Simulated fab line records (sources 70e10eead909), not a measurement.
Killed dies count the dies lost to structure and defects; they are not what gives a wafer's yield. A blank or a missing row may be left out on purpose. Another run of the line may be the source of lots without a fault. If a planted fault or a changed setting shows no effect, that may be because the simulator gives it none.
Which of the tools did it? :: flow nand_harc :: 6 lots, 16 wafers sampled, at 3 steps of a route of 1302

WHAT EACH GAUGE READ, for each wafer
NHARC_A_CHANNEL_HOLE_D2_INSPECT_40.
lot: L742
measured: day 13 22:31
on: defect_inspect-01
raw_defect_count: 379 381 385

lot: L748
measured: day 16 11:08
on: defect_inspect-01
raw_defect_count: 1207 1205

lot: L756
measured: day 19 01:55
on: defect_inspect-02
raw_defect_count: 213 267 299

lot: L758
measured: day 20 16:51
on: defect_inspect-01
raw_defect_count: 217 216 230

lot: L760
measured: day 21 07:41
on: defect_inspect-01
raw_defect_count: 212 351 257

lot: L763
measured: day 22 08:53
on: defect_inspect-01
raw_defect_count: 287 253 223

TOOL THAT RAN EACH LOT (tool first, then ch and the chambers of the sampled wafers, then the start)
lot: L742
NHARC_A_CHANNEL_HOLE_D2_ETCH_24: har_etch-02 ch 0,1, day 13 18:57
NHARC_A_CHANNEL_HOLE_D2_ETCH_27: har_etch-02 ch 0,1, day 13 20:48

lot: L748
NHARC_A_CHANNEL_HOLE_D2_ETCH_24: har_etch-01 ch 1, day 16 07:56
NHARC_A_CHANNEL_HOLE_D2_ETCH_27: har_etch-01 ch 1, day 16 09:29

lot: L756
NHARC_A_CHANNEL_HOLE_D2_ETCH_24: har_etch-02 ch 0,1, day 18 22:19
NHARC_A_CHANNEL_HOLE_D2_ETCH_27: har_etch-02 ch 0,1, day 19 00:10

lot: L758
NHARC_A_CHANNEL_HOLE_D2_ETCH_24: har_etch-02 ch 1, day 20 13:16
NHARC_A_CHANNEL_HOLE_D2_ETCH_27: har_etch-02 ch 1, day 20 15:07

lot: L760
NHARC_A_CHANNEL_HOLE_D2_ETCH_24: har_etch-01 ch 0,1, day 21 04:07
NHARC_A_CHANNEL_HOLE_D2_ETCH_27: har_etch-01 ch 0,1, day 21 05:58

lot: L763
NHARC_A_CHANNEL_HOLE_D2_ETCH_24: har_etch-01 ch 0, day 22 05:19
NHARC_A_CHANNEL_HOLE_D2_ETCH_27: har_etch-01 ch 0, day 22 07:10
- NHARC_A_CHANNEL_HOLE_D2_ETCH_24: etches the open film in C4F8/O2/Ar, time 906.2 s, target depth 1500 nm.
- NHARC_A_CHANNEL_HOLE_D2_ETCH_27: etches the open film in C4F8/O2/Ar, time 90 s, target depth 400 nm.

THE ANSWER, worked out from the rows above alone
Rule: the lots themselves supply what counts as usual. Put in order of their means at a reading, lots are off if they are a third of the lots or fewer, leave a main group of 4 or more, and stand apart from it by a gap of 3 or more times the standard deviation of the main group's means; of several such gaps the widest counts. A main group whose means are all the same, to the digits that the tables above print for the reading, isn't used. Also off: a lot with no number at a reading for which 4 or more lots have one. Where the step has rows for the other lots, those lots are counted as sound.
Off, at NHARC_A_CHANNEL_HOLE_D2_INSPECT_40 on raw_defect_count: L748. The main group has a mean of 278 with a standard deviation of 55.
If a tool, at a process step before that reading, ran all the lots that are off and no sound lot after the first of them, it fits. The gauges at NHARC_A_CHANNEL_HOLE_D2_INSPECT_40 are tried like those tools. Of those tried, none fits.

WHAT THE SIMULATOR HAD PUT IN
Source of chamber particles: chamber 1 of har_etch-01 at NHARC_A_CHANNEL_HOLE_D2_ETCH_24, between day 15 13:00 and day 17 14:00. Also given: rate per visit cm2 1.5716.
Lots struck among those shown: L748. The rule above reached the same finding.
